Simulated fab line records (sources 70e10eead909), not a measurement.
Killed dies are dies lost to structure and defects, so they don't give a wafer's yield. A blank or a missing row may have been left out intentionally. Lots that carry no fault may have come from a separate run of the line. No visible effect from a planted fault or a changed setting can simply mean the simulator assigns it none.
Shared-tool check + flow nandHarc + 6 wafers sampled across 2 lots

REASON IT WAS OPENED
On 2 of the 2 lots, a flag is raised at NHARC_END_SORT_01 on the reading killedAtPeriphery. Fault-free wafers read 4.0, with a standard deviation of 2.8.
Rule: a lot is flagged in two cases, either no wafer of it has a number, or all its wafers with numbers fall more than 4 standard deviations from that mean. All remaining lots are regarded as sound.

| lot  | measured     | on        | killedAtPeriphery, wafer by wafer | flag    |
|------|--------------|-----------|-----------------------------------|---------|
| L911 | day 31 23:53 | prober-01 | 74 39 70                          | FLAGGED |
| L914 | day 34 11:12 | prober-02 | 68 67 38                          | FLAGGED |
The numbers of the flagged lots are 59.3 on average: +55.3 against the usual, or +20 standard deviations.

WHICH TOOL EACH LOT WENT THROUGH
Before the reading, the record contains 3 process steps out of a 1302-step route. Each cell gives the tool, then ch followed by the chambers the sampled wafers passed through, then the start.
| lot  | flag    | NHARC_P_M1_ETCH_28                | NHARC_HYBRID_BOND_ACTIVATE_00     | NHARC_THIN_TSV_PVD_19                  |
|------|---------|-----------------------------------|-----------------------------------|----------------------------------------|
| L911 | FLAGGED | rieDiel-03 ch 0,2,3, day 14 00:49 | rieDiel-10 ch 1,2,3, day 30 20:32 | pvdSputter-01, day 31 23:53 or earlier |
| L914 | FLAGGED | rieDiel-03 ch 0,1,3, day 15 05:08 | rieDiel-03 ch 0,1,3, day 33 01:01 | pvdSputter-03, day 34 11:12 or earlier |
What is done by these steps:
- NHARC_P_M1_ETCH_28: etches the open film in CF4/N2, target depth 30 nm, time 72.99 s.
- NHARC_HYBRID_BOND_ACTIVATE_00: chemistry N2, time 60 s.
- NHARC_THIN_TSV_PVD_19: deposits TaN, target thk 20 nm.
- NHARC_END_SORT_01

FLAGGED AGAINST TOTAL, ONE TOOL AT A TIME (gauges that did the reading follow at the end)
| step                          | tool          | lots run | flagged | share of the flagged lots | sound lots run after its first flagged lot |
|-------------------------------|---------------|----------|---------|---------------------------|--------------------------------------------|
| NHARC_P_M1_ETCH_28            | rieDiel-03    | 2        | 2       | all                       | 0                                          |
| NHARC_HYBRID_BOND_ACTIVATE_00 | rieDiel-03    | 1        | 1       | some                      | 0                                          |
| NHARC_HYBRID_BOND_ACTIVATE_00 | rieDiel-10    | 1        | 1       | some                      | 0                                          |
| NHARC_THIN_TSV_PVD_19         | pvdSputter-01 | 1        | 1       | some                      | 0                                          |
| NHARC_THIN_TSV_PVD_19         | pvdSputter-03 | 1        | 1       | some                      | 0                                          |
| NHARC_END_SORT_01             | prober-01     | 1        | 1       | some                      | 0                                          |
| NHARC_END_SORT_01             | prober-02     | 1        | 1       | some                      | 0                                          |
Because NHARC_THIN_TSV_PVD_19 lacks a start for some lots, the hours and order of its lots are taken from NHARC_END_SORT_01.

WHAT THE TABLE PERMITS
Rows of the table that ran each flagged lot: 1, that is rieDiel-03 at NHARC_P_M1_ETCH_28.
- rieDiel-03 at NHARC_P_M1_ETCH_28 ran 2 lots, 2 of them flagged. Because this sample shows no sound lot run on it before its first flagged lot, the start cannot be pinned down more closely.
Just one tool remains: rieDiel-03 at NHARC_P_M1_ETCH_28.

WHAT HAD BEEN PUT IN BY THE SIMULATOR
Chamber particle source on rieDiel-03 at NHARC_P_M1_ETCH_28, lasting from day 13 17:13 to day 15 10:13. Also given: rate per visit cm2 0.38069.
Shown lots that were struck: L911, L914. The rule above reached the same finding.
